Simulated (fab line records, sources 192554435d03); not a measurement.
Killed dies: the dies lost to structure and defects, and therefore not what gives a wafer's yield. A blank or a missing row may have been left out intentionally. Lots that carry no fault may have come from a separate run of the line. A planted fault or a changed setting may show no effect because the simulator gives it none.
Matching of chambers -- flow n5_finfet -- rie_diel-03 running N5_MOL_CONTACT_COAG_ETCHBACK_135: 4 sister chambers
The step etches SiO2 in CHF3, target depth 25 nm, time 16.7 s. 14 wafers are shown with their chamber, then 7 later ones without.

== EACH WAFER AND ITS CHAMBER ==
wafer,chamber,drypump_motor_current_A (A),showerhead_plenum_p_Torr (Torr),throttle_valve_pct (%)
L081.2,1,6.0,2.35,19.05
L081.4,0,5.5,2.45,18.71
L081.5,3,6.2,2.34,18.78
L085.2,1,6.0,2.34,19.06
L085.4,2,5.8,2.36,18.87
L085.5,0,5.5,2.45,18.72
L086.2,3,6.1,2.34,18.80
L086.4,0,5.5,2.45,18.73
L086.6,2,5.8,2.36,18.85
L088.3,2,5.8,2.36,18.87
L088.4,3,6.1,2.34,18.82
L088.5,0,5.5,2.45,18.73
L091.1,0,5.5,2.44,18.75
L091.2,2,5.8,2.35,18.89

SIGNATURES, as means of the wafers listed above
reading,chamber 0,chamber 1,chamber 2,chamber 3,scatter within a chamber
drypump_motor_current_A,5.500,6.000,5.800,6.133,0.0258
showerhead_plenum_p_Torr,2.4480,2.3450,2.3575,2.3400,0.00453
throttle_valve_pct,18.7280,19.0550,18.8700,18.8000,0.0159
Rule: for a wafer and a chamber, the distance is found by dividing, reading by reading, the gap between the wafer's reading and the chamber's mean by the reading's scatter, squaring, summing and taking the root. The wafer belongs to the nearest chamber; if the next one is less than 2 further off, it can't be placed. The scatter: take each reading less its chamber's mean, square it, sum over the shown wafers, divide by the number of wafers less the number of chambers, and take the root.

== WAFERS WHOSE CHAMBER IS MISSING ==
wafer,drypump_motor_current_A (A),showerhead_plenum_p_Torr (Torr),throttle_valve_pct (%)
L091.5,6.0,2.34,18.64
L096.1,6.0,2.34,18.68
L096.2,5.5,2.44,18.77
L096.6,6.0,2.34,18.67
L097.1,5.8,2.35,18.90
L097.2,6.0,2.34,18.65
L097.4,5.8,2.35,18.89

== EACH ONE'S CHAMBER ==
wafer,from the rows above,in truth
L091.5,3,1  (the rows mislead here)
L096.1,3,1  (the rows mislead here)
L096.2,0,0
L096.6,3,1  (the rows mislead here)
L097.1,2,2
L097.2,3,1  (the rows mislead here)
L097.4,2,2
3 of 7 placed correctly. From these rows, 0 cannot be placed. Number placed wrongly: 4.
